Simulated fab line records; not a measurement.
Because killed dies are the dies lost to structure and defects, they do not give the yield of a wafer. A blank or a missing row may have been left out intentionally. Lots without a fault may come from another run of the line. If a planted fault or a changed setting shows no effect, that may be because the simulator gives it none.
Matching of chambers	flow n5_finfet	3 sister chambers for N5_BEOL_M0_SAQP_PECVD_97 on pecvd-03
The step deposits SiNx from SiH4/NH3/N2, target thk 23 nm, time 19.9 s. 6 wafers are shown with their chamber, then 10 later ones without.

## WAFERS, EACH WITH ITS CHAMBER
wafer	chamber	showerhead_plenum_p_Torr (Torr)	heater_power_w (W)
L084.2	2	5.29	517
L084.3	0	5.27	659
L088.1	2	5.29	595
L088.4	1	5.19	545
L090.2	1	5.19	536
L090.3	0	5.26	619

## WAFERS WITH NO CHAMBER GIVEN
wafer	showerhead_plenum_p_Torr (Torr)	heater_power_w (W)
L090.5	5.20	551
L093.3	5.28	646
L093.4	5.28	595
L093.6	5.26	644
L094.1	5.19	514
L094.5	5.29	501
L094.6	5.17	515
L095.2	5.28	568
L095.3	5.19	513
L095.4	5.27	649

## CHAMBER TAKEN BY EACH
wafer	from the rows above	in truth
L090.5	1	1
L093.3	can't be placed: 2 or 0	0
L093.4	can't be placed: 2 or 0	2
L093.6	0	0
L094.1	1	1
L094.5	2	2
L094.6	1	1
L095.2	can't be placed: 2 or 0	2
L095.3	1	1
L095.4	0	0
Placed correctly: 7 of 10. From these rows, 3 cannot be placed; in 3 the true chamber is one of the candidates. 0 placed wrongly.
How it was worked out, from the rows above alone: a wafer's distance from a chamber is the root of the sum, over the readings, of the square of ((its reading less the chamber's mean) divided by the reading's scatter). If the next closest chamber is less than 2 further off than the closest, the wafer can't be placed; otherwise it belongs to the closest. Each chamber's mean is taken over the wafers shown for it. The scatter is the square root of a quotient: the sum, over the shown wafers, of each reading's squared deviation from its chamber's mean, divided by wafers minus chambers.
